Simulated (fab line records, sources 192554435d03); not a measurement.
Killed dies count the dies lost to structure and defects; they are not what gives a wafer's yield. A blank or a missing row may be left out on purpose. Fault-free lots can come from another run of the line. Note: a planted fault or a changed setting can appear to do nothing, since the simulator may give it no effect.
Comparing a struck lot with a sound one    flow n5Finfet    37 out of 1938 route steps
Sound: wafers L524.2, L524.4, L524.6. The struck wafers were L520.4, L520.5, L520.6. The cause is named last.
For every step that has rows: the tool of each side, followed by ch and its chambers, followed by its first start. Under that, the readings that differ: sound wafers    struck wafers    difference of the means    sigmas: that difference in standard deviations of wafers without a fault.
alike: readings with means less than 2 such deviations apart, plus words and numbers identical on both sides. not compared: withheld readings, readings lacking a value on some wafer, bounds such as >300 that could conceal the same value, and numbers that have no deviation in the record and whose values overlap.
Wherever a step has rows on one side only, a row that says differs or no value, or a row with sigmas, the two part there. Numbers that have no deviation but don't overlap get no sigmas and don't part them. Lack of a reading on every wafer of one side parts them only where that side has two or more wafers.

first, 9 steps without rows for these wafers: N5_BEOL_M4_ANNEAL_95 (time 240 s); N5_BEOL_M4_SPUTTER_96 (material Cu, target thk 4.5 nm, time 8.29 s); N5_BEOL_M4_ECD_50 (material Cu, target thk 300 nm); N5_BEOL_M4_ANNEAL_51 (time 90 s); N5_BEOL_M4_CMP_52 (polishes, stops on SiOC, t overpolish 6.8 s, target thk 40 nm); N5_BEOL_M4_PRE_CLEAN_60 (time 15 s); N5_BEOL_M4_CO_CAP_55 (material Co, precursor CCTBA/H2, target thk 2 nm, time 102.1 s); N5_BEOL_M4_PRE_CLEAN_56 (time 15 s); N5_BEOL_M4_DEP_57 (deposits SiCN from 3MS/NH3, target thk 8 nm, time 14 s).
N5_BEOL_M4_RC_MEAS_101:
  sound on prober-02 ch 0, day 12 05:13; struck on prober-02 ch 0, day 11 07:44
  alike: DIBL_N, DIBL_P, IOFF_N, IOFF_P, ION_N, ION_P, SS_N, SS_P, VT_N, VT_P
then, 24 steps without rows for these wafers: N5_BEOL_M5_ILD_DEP_00 (deposits SiCOH lowk from DEMS/porogen, target thk 140.64 nm, time 25.9 s); N5_BEOL_M5_CURE_79 (cures SiCOH lowk, time 240 s); N5_BEOL_M5_PECVD_70 (deposits SiO2 from TEOS/O2, target thk 16 nm, time 18 s); N5_BEOL_M5_HM_DEP_02 (deposits TiN, target thk 20 nm); N5_BEOL_M5_COAT_59 (time 60 s, resist thk 60 nm); N5_BEOL_M5_COAT_60 (time 60 s, resist thk 12 nm); N5_BEOL_M5_COAT_71 (time 60 s, resist thk 5 nm); N5_BEOL_M5_COAT_05 (resist thk 30 nm); N5_BEOL_M5_EBR_07; N5_BEOL_M5_SOFTBAKE_06 (time 60 s); N5_BEOL_M5_EXPOSE_08 (exposes mask M5, target cd 28 nm); N5_BEOL_M5_PEB_09 (peb time 60 s); N5_BEOL_M5_DEVELOP_10 (develop time 30 s); N5_BEOL_M5_DESCUM_16 (chemistry O2, time 7 s); N5_BEOL_M5_ETCH_72 (etches underlayer in N2/H2, target depth 6.5 nm, time 5.2 s); N5_BEOL_M5_ETCH_61 (etches SiARC in CF4, target depth 15.6 nm, time 26 s); N5_BEOL_M5_ETCH_62 (etches SOC in N2/H2, target depth 75 nm, overetch 15 nm, time 112.5 s); N5_BEOL_M5_STRIP_63 (strips in N2/H2); N5_BEOL_M5_STRIP_73 (strips in N2/H2); N5_BEOL_M5_STRIP_64 (strips in CF4); N5_BEOL_M5_HM_OPEN_17 (chemistry Cl2/BCl3, target TiN, target depth 20 nm, overetch 6 nm); N5_BEOL_M5_STRIP_19 (strips in O2); N5_BEOL_M5_COAT_65 (time 60 s, resist thk 60 nm); N5_BEOL_M5_COAT_66 (time 60 s, resist thk 12 nm).
N5_BEOL_M6_SPUTTER_48: material Cu, target thk 10 nm, time 1.667 s.
  sound on pvdSputter-02 at day 13 04:14; struck on pvdSputter-02 at day 12 02:05
  no value came back on the struck wafers for biasV (V), cathodeDcPowerW (W), throttleValvePct (%); on the sound wafers biasV (V) reads 60.4 59.9 59.6
N5_BEOL_M6_CMP_52: polishes, stops on SiCOH lowk, t overpolish 6.9 s, target thk 80 nm.
  sound on cmp-02 ch 0,2, day 13 04:54; struck on cmp-02 ch 0,1,3, day 12 02:43
reading              sound     struck  difference  sigmas
timeToEndpointS (s)  61 60 61  4 0 0   -59         -10
  alike: motorCurrentA
-- here the record skips 3 days between the struck wafers' starts before and after, leaving off in module BEOL_M6 and picking up in module PASSIVATION (first step shown: number 1936 of the route) --
N5_PASSIVATION_PROBE_49:
  rows exist in the record for the struck wafers here (prober-02, day 15 10:22), but not for the sound ones

== WHERE THEY PART ==
At N5_BEOL_M6_SPUTTER_48 first; at N5_PASSIVATION_PROBE_49 last (within this record only).

WHY: the cause the simulator had injected
Entire step skipped (pvdSputter-02, N5_BEOL_M6_SPUTTER_48), from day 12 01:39 onward. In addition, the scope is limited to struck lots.
